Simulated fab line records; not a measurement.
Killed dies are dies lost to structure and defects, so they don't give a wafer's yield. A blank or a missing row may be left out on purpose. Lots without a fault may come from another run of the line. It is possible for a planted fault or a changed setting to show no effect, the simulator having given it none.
Lot-split experiment | flow n5 finfet | 7 lots, 21 wafers read, on a route of 1938 steps

## SPLIT DETAILS
At N5_BEOL_M3_ETCH_70 (etches SOC in N2/H2, target depth 80 nm, overetch 16 nm, time 120 s), the setting time s was moved away from the recipe's 120 s on 5 of the 21 wafers read, by -21.6% to +8.7%. For the rest of the wafers, this setting stayed at what the recipe calls for.

The split's own step is where the reading is taken.

## THE READING
SiARC_of_BEOL_M3_COAT_68.thk nm (the simulator's own value, which no gauge read), in nm, at N5_BEOL_M3_ETCH_70 (etches SOC in N2/H2, target depth 80 nm, overetch 16 nm, time 120 s). The file does not state a usual value for it. Here, 16 wafers ran the recipe; their average is 6.7 nm with a standard deviation of 0.14 nm.

wafer  | tool, chamber at the split | time s as run, s | against the recipe | SiARC_of_BEOL_M3_COAT_68.thk nm, nm | against lot-mates on the recipe
L075.1 | rie diel-03, 0             | 120              | recipe             | 6.8                                 | -
L075.3 | rie diel-03, 3             | 130.5            | +8.7%              | 6.4                                 | -0.4
L075.6 | rie diel-03, 3             | 130.5            | +8.7%              | 6.4                                 | -0.4
L077.3 | rie diel-03, 3             | 120              | recipe             | 6.8                                 | -
L077.4 | rie diel-03, 2             | 120              | recipe             | 6.4                                 | -
L077.6 | rie diel-03, 1             | 130              | +8.3%              | 6.2                                 | -0.4
L082.4 | rie diel-02, 3             | 120              | recipe             | 6.6                                 | -
L082.5 | rie diel-02, 1             | 120              | recipe             | 6.8                                 | -
L082.6 | rie diel-02, 0             | 120              | recipe             | 6.4                                 | -
L089.2 | rie diel-02, 3,2           | 120              | recipe             | 6.6                                 | -
L089.6 | rie diel-02, 3,2           | 120              | recipe             | 6.6                                 | -
L089.4 | rie diel-02, 1             | 120              | recipe             | 6.8                                 | -
L092.2 | rie diel-03, 1             | 94.08            | -21.6%             | 7.8                                 | +1.0
L092.3 | rie diel-03, 0,1           | 120              | recipe             | 6.8                                 | -
L092.4 | rie diel-03, 0,1           | 120              | recipe             | 6.8                                 | -
L096.2 | rie diel-03, 2             | 120              | recipe             | 6.6                                 | -
L096.5 | rie diel-03, 2             | 102.7            | -14.4%             | 7.4                                 | +0.7
L096.6 | rie diel-03, 1             | 120              | recipe             | 6.8                                 | -
L097.2 | rie diel-02, 0,2,3         | 120              | recipe             | 6.6                                 | -
L097.3 | rie diel-02, 0,2,3         | 120              | recipe             | 6.6                                 | -
L097.6 | rie diel-02, 0,2,3         | 120              | recipe             | 6.6                                 | -
If several chambers appear in one row, that row covers several wafers at once and the file leaves open which wafer was in which chamber.

THE FIT
A straight line over all 21 wafers: SiARC_of_BEOL_M3_COAT_68.thk nm changes by -0.0485 nm for each +1% of time s; r = -0.92; the points scatter about the line by 0.14 nm.
The same after taking each lot's own level away (the mean of its wafers on the recipe; 21 wafers): -0.0468 nm for each +1%; r = -0.95; scatter 0.1 nm.
The reading moves by 1 nm for the largest change in time s, on that fit.
Across the lots, their own levels run from 6.60 to 6.80 nm, a range of 1.5 times the standard deviation given above.
So the lot-to-lot level changes the slope little: the two slopes agree.
Check: +1.03 nm against its lot-mates is what the line predicts for one of the wafers moved furthest among these (-21.6%) when that wafer is left out of the fit. It came out at +1 nm against them.

## ADDITIONAL SPLITS CARRIED BY THESE WAFERS
Other splits were also applied to these wafers ahead of the reading. Each is held against what the fit with the lots' levels taken away leaves over:
other split on the same wafers            | wafers away from the commonest value | r with SiARC_of_BEOL_M3_COAT_68.thk nm (lot level and that fit taken away)
N5_SDB_CUT_ETCH_26 icp w                  | 7                                    | +0.27
N5_GATE_CUT_ETCH_56 icp w                 | 6                                    | -0.14
N5_GATE_CUT_ETCH_58 time s                | 6                                    | -0.25
N5_MOL_CONTACT_COAG_COAT_02 spin rpm      | 4                                    | -0.33
N5_MOL_CONTACT_COAG_ETCH_105 bias w       | 5                                    | -0.08
N5_MOL_CONTACT_COAG_VIA_ETCH_46 bias w    | 6                                    | -0.21
N5_MOL_CONTACT_COAG_VIA_ETCH_117 bias w   | 9                                    | +0.25
N5_BEOL_M0_SAQP_SPACER1_ALD_98 ald cycles | 7                                    | -0.08
N5_BEOL_M0_ETCH_138 bias w                | 7                                    | +0.03
N5_BEOL_M1_DEP_57 time s                  | 9                                    | +0.48
N5_BEOL_M2_ILD_DEP_00 time s              | 7                                    | -0.07

## THE FILE'S OWN FIT
SiARC_of_BEOL_M3_COAT_68.thk nm changes by -0.047 nm for each +1% of time s, r = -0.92.
